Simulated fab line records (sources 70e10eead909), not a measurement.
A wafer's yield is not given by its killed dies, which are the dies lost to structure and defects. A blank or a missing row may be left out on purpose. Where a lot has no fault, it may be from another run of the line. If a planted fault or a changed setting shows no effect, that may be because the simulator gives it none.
The tool behind it: which one? ; flow nand_harc ; 11 lots with 33 wafers sampled at 6 steps, on a route of 1302 steps

## WHAT THE GAUGES READ, wafer by wafer
NHARC_P_GATE_CD_MEAS_46 targets a cd of 720 nm.
lot;measured;on;cd_nm (nm)
L422;day 5 12:27;cd_sem-03;719.2 719.5 719.9
L423;day 5 22:58;cd_sem-01;719.5 719.2 721.2
L426;day 7 07:38;cd_sem-03;718.6 719.5 722.0
L428;day 8 00:41;cd_sem-02;- - -
L429;day 8 05:27;cd_sem-01;718.4 719.4 717.3
L437;day 11 16:26;cd_sem-02;719.9 720.4 720.7
L438;day 12 11:04;cd_sem-01;721.0 720.0 721.5
L439;day 12 18:34;cd_sem-03;721.7 720.5 721.3
L441;day 13 09:54;cd_sem-02;719.8 718.4 719.6
L443;day 14 01:56;cd_sem-02;721.9 722.3 722.5
L444;day 14 15:19;cd_sem-02;719.2 721.4 720.4

NHARC_END_SORT_01.
lot;measured;on;killed_at_array;killed_at_other;killed_at_periphery;killed_dies;killed_open;killed_short
L428;day 27 21:28;prober-01;72 61 65;0 0 0;605 616 612;677 677 677;4 2 4;1 1 1
L437;day 31 00:08;prober-02;75;1;9;85;3;8

## TOOL THAT RAN EACH LOT (tool first, then ch and the chambers of the sampled wafers, then the start)
lot;NHARC_P_STI_ETCH_42;NHARC_P_GATE_HM_OPEN_105;NHARC_P_GATE_EXPOSE_43;NHARC_P_GATE_DESCUM_48
L422;rie_diel-06 ch 1,2,3, day 2 21:19;rie_diel-01 ch 1,2,3, day 5 12:17 or earlier;krf_scanner-04 ch 0, day 5 12:17;rie_diel-01 ch 1,2,3, day 5 12:36
L423;rie_diel-07 ch 2,3, day 3 09:32;rie_diel-10 ch 1,2, day 5 22:49 or earlier;krf_scanner-01 ch 0, day 5 22:49;rie_diel-03 ch 0,2,3, day 5 23:08
L426;rie_diel-07 ch 0,1,3, day 4 12:18;rie_diel-10 ch 0,1, day 7 07:29 or earlier;krf_scanner-01 ch 0, day 7 07:29;rie_diel-10 ch 0,2,3, day 7 07:49
L428;rie_diel-07 ch 2,3, day 5 07:27;rie_diel-03 ch 1,3, day 8 00:32 or earlier;krf_scanner-01 ch 0, day 8 00:32;rie_diel-01 ch 0,1, day 8 00:50
L429;rie_diel-06 ch 1,2,3, day 5 17:31;rie_diel-10 ch 0,2, day 8 05:17 or earlier;krf_scanner-04 ch 0, day 8 05:17;rie_diel-01 ch 1,3, day 8 05:37
L437;rie_diel-04 ch 1,2,3, day 9 03:11;rie_diel-01 ch 0,1,2, day 11 16:16 or earlier;krf_scanner-03 ch 0, day 11 16:16;rie_diel-01 ch 1,2,3, day 11 16:35
L438;rie_diel-06 ch 0,1,3, day 9 15:28;rie_diel-03 ch 0,2,3, day 12 10:55 or earlier;krf_scanner-01 ch 0, day 12 10:55;rie_diel-10 ch 0,1,2, day 12 11:14
L439;rie_diel-04 ch 0,2, day 10 00:50;rie_diel-01 ch 0,1,3, day 12 18:25 or earlier;krf_scanner-04 ch 0, day 12 18:25;rie_diel-10 ch 0,1,3, day 12 18:44
L441;rie_diel-06 ch 1,2, day 10 17:19;rie_diel-10 ch 0,1,2, day 13 09:45 or earlier;krf_scanner-01 ch 0, day 13 09:45;rie_diel-01 ch 1,2,3, day 13 10:04
L443;rie_diel-06 ch 2,3, day 11 12:19;rie_diel-03 ch 0,1,2, day 14 01:47 or earlier;krf_scanner-04 ch 0, day 14 01:47;rie_diel-03 ch 2,3, day 14 02:05
L444;rie_diel-07 ch 0,2, day 11 22:56;rie_diel-03 ch 0,2, day 14 15:09 or earlier;krf_scanner-04 ch 0, day 14 15:09;rie_diel-01 ch 0,2,3, day 14 15:30
- NHARC_P_STI_ETCH_42: etches the open film in N2/H2, target depth 80 nm, overetch 24 nm, time 61 s.
- NHARC_P_GATE_HM_OPEN_105: chemistry O2/COS, target depth 360 nm.
- NHARC_P_GATE_EXPOSE_43: exposes mask P NSD, target cd 720 nm.
- NHARC_P_GATE_DESCUM_48: chemistry O2, time 3 s.

## AS READ BY THE TOOLS THEMSELVES (means over the sampled wafers that have a number; for cases with no such wafer, the mark the record gives instead)
NHARC_P_STI_ETCH_42.
lot;tool;drypump_motor_current_A (A);oes_product_au (a.u.);rf_vpp_V (V);showerhead_plenum_p_Torr (Torr);throttle_valve_pct (%)
L422;rie_diel-06;5.8;0.999;430.9;2.02;14.171
L423;rie_diel-07;6.2;1.001;432.0;2.12;14.177
L426;rie_diel-07;5.9;1.003;430.1;2.04;14.168
L428;rie_diel-07;6.2;1.008;432.3;2.12;14.177
L429;rie_diel-06;5.8;1.009;430.6;2.02;14.180
L437;rie_diel-04;5.9;0.997;430.6;2.03;14.167
L438;rie_diel-06;5.8;0.998;432.1;2.09;14.169
L439;rie_diel-04;5.1;0.997;431.6;2.08;14.179
L441;rie_diel-06;6.0;0.994;428.5;1.98;14.181
L443;rie_diel-06;5.9;0.991;428.1;1.95;14.174
L444;rie_diel-07;5.7;0.992;428.8;1.97;14.168

NHARC_P_GATE_HM_OPEN_105.
lot;tool;drypump_motor_current_A (A);oes_product_au (a.u.);rf_vpp_V (V);showerhead_plenum_p_Torr (Torr);throttle_valve_pct (%)
L422;rie_diel-01;5.5;0.995;467.2;3.09;28.330
L423;rie_diel-10;5.7;1.010;466.8;3.14;28.325
L426;rie_diel-10;5.9;0.988;469.3;3.27;28.337
L428;rie_diel-03;6.1;0.993;467.9;3.12;28.326
L429;rie_diel-10;5.9;0.993;470.4;3.29;28.327
L437;rie_diel-01;5.5;0.996;465.9;3.10;28.328
L438;rie_diel-03;5.5;0.998;467.2;3.12;28.331
L439;rie_diel-01;5.2;0.993;466.2;3.09;28.341
L441;rie_diel-10;5.7;1.005;468.7;3.21;28.320
L443;rie_diel-03;5.5;0.995;468.9;3.21;28.330
L444;rie_diel-03;5.2;0.999;469.3;3.21;28.327

NHARC_P_GATE_DESCUM_48.
lot;tool;drypump_motor_current_A (A);oes_product_au (a.u.);rf_vpp_V (V);showerhead_plenum_p_Torr (Torr);throttle_valve_pct (%)
L422;rie_diel-01;5.5;0.994;57.4;1.90;11.308
L423;rie_diel-03;5.5;0.996;58.5;1.92;11.310
L426;rie_diel-10;5.8;0.997;57.5;1.96;11.316
L428;rie_diel-01;5.1;1.014;58.0;1.90;11.315
L429;rie_diel-01;5.4;1.003;58.0;1.93;11.312
L437;rie_diel-01;5.5;0.991;58.3;1.90;11.311
L438;rie_diel-10;5.8;1.002;58.2;1.97;11.312
L439;rie_diel-10;5.7;1.007;57.5;1.94;11.311
L441;rie_diel-01;5.6;0.994;57.2;1.89;11.315
L443;rie_diel-03;5.3;0.993;57.5;1.91;11.315
L444;rie_diel-01;5.3;0.999;57.3;1.86;11.319

## THE ANSWER, worked out from the rows above alone
Rule: the usual values come from the lots themselves. The widest of any qualifying gaps counts: lots, ordered by their means at a reading, are off when they make up no more than a third of the lots, leave a main group of 4 or more, and stand apart from it by 3 or more times the standard deviation of that group's means. A main group is skipped when, at the precision printed for the reading in the tables above, its means are all equal. Also off: a lot with no number at a reading for which 4 or more lots have one. All remaining lots with rows at the step are treated as sound. First the gauges in route order, then the tools' own readings, where a lot's mean is used as printed above. The first step at which some lot is off is used, and at that step the reading that is off furthest; a lot without a number counts as furthest.
Off, at NHARC_P_GATE_CD_MEAS_46 on cd_nm: L428. Without a number there: L428. For the main group the mean is 720.2 nm and the standard deviation 1.
A tool fits if, at a process step before that reading, it ran every lot that is off, and no sound lot after the first of them. The gauges at NHARC_P_GATE_CD_MEAS_46 are tried like those tools. Because NHARC_P_GATE_HM_OPEN_105 lacks a start for some lots, the hours and order of its lots are taken from NHARC_P_GATE_EXPOSE_43. No candidate that was tried fits.

## WHAT HAD BEEN PUT IN BY THE SIMULATOR
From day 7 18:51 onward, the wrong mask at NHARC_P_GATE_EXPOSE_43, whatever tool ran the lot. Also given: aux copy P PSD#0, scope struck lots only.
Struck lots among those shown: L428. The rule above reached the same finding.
